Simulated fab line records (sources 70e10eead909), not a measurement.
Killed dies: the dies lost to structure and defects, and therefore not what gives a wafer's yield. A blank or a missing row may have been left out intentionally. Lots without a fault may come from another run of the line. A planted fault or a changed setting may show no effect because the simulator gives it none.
A struck lot beside a sound one ; flow nand harc ; 15 steps out of a route of 1302
Sound: wafers L189.1, L189.2, L189.5. Struck: wafer L197.2 (left out: L197.3, L197.5 of the same lot, which were not struck); the cause appears at the end.
Per side, at each step with rows, come the tool, then ch with its chambers, and then its first start. Under that, the readings that differ: sound wafers ; struck wafers ; difference of the means ; sigmas: that difference in standard deviations of wafers without a fault.
alike: readings with means less than 2 such deviations apart, plus words and numbers identical on both sides. not compared: withheld readings, readings lacking a value on some wafer, bounds such as >300 that could conceal the same value, and numbers that have no deviation in the record and whose values overlap.
A row with sigmas, a row that says differs or no value, or rows on one side alone: a step with any of these is where the two part. Numbers that have no deviation but don't overlap get no sigmas and don't part them. A reading that every wafer of one side lacks parts them only if that side has two wafers or more.

first, 1 step without rows for these wafers: NHARC_A_CONTACT_ETCH_77 (etches the open film in CF4/CHF3, target depth 108.9 nm, time 54.5 s).
NHARC_A_CONTACT_ETCH_78: etches the open film in O2/COS, target depth 5300 nm, time 1378 s.
  sound on rie diel-05 ch 1,2,3; struck on rie diel-05 ch 3
  alike: drypump motor current A, oes product au, rf vpp V, showerhead plenum p Torr, throttle valve pct
  not compared: rf hours counter h
then, 2 steps without rows for these wafers: NHARC_A_CONTACT_ETCH_124 (etches the open film in C4F8/O2/Ar, time 140 s, target depth 700 nm); NHARC_A_CONTACT_ETCH_125 (etches the open film in C4F8/O2/Ar, time 197 s, target depth 1918 nm).
NHARC_A_CONTACT_ETCH_126: etches the open film in C4F8/O2/Ar, time 197 s, target depth 1918 nm.
  sound on har cap etch-02 ch 0,1, day 24 19:32; struck on har cap etch-03 ch 1, day 27 15:13
  alike: oes air line au
  not compared: rf hours counter h
then, 4 steps without rows for these wafers: NHARC_A_CONTACT_ETCH_127 (etches the open film in C4F8/O2/Ar, time 197 s, target depth 1918 nm); NHARC_A_CONTACT_ETCH_128 (etches the open film in C4F8/O2/Ar, time 197 s, target depth 1918 nm); NHARC_A_CONTACT_ETCH_129 (etches the open film in C4F8/O2/Ar, time 197 s, target depth 1918 nm); NHARC_A_CONTACT_ETCH_130 (etches the open film in C4F8/O2/Ar, time 197 s, target depth 1918 nm).
NHARC_A_CONTACT_ETCH_131: etches the open film in C4F8/O2/Ar, time 197 s, target depth 1918 nm.
  sound on har cap etch-02 ch 0,1, day 24 20:26; struck on har cap etch-03 ch 1, day 27 16:06
  alike: oes air line au
  not compared: rf hours counter h
NHARC_A_CONTACT_ETCH_132: etches the open film in C4F8/O2/Ar, time 197 s, target depth 1924 nm.
  sound on har cap etch-02 ch 0,1, day 24 20:36; struck on har cap etch-03 ch 1, day 27 16:16
  alike: oes air line au
  not compared: rf hours counter h
then, 1 step without rows for these wafers: NHARC_A_CONTACT_ETCH_133 (etches the open film in C4F8/O2/Ar, time 374 s, target depth 1610 nm).
NHARC_A_CONTACT_ETCH_91: etches the open film in CH3F/O2, target depth 40 nm, time 85.7 s.
  sound on rie diel-12 ch 0,1,2, day 24 21:35; struck on rie diel-12 ch 0, day 27 17:14
reading;sound;struck;difference;sigmas
oes product au (a.u.);0.93 0.93 0.91;0.77;-0.15;-5
  alike: drypump motor current A, rf vpp V, showerhead plenum p Torr, throttle valve pct
  not compared: rf hours counter h
NHARC_A_CONTACT_ETCH_97: etches the open film in C4F6/O2, target depth 20 nm, time 10 s.
  sound on rie diel-12 ch 0,2,3; struck on rie diel-12 ch 3, day 27 17:26
  alike: drypump motor current A, oes product au, rf vpp V, showerhead plenum p Torr, throttle valve pct
  not compared: rf hours counter h
-- break in the record here, with 2 days between the starts of the struck wafers on either side (left off in module A_CONTACT, picked up again in module END, where the first step shown is number 1302 on the route) --
NHARC_END_SORT_01:
  sound on prober-01 ch 0, day 27 04:10; struck on prober-01 ch 0, day 30 02:47
reading;sound;struck;difference;sigmas
killed at periphery;8 13 7;3;-6;-2
killed open;1 3 2;7;+5;+3
  alike: killed at array, killed at other, killed dies, killed short

== WHERE THEY PART ==
Last at NHARC_END_SORT_01 as far as this record goes, first at NHARC_A_CONTACT_ETCH_91.

WHY: what had been put in by the simulator
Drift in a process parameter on rie diel-12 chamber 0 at NHARC_A_CONTACT_ETCH_91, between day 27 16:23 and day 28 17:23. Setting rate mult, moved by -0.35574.
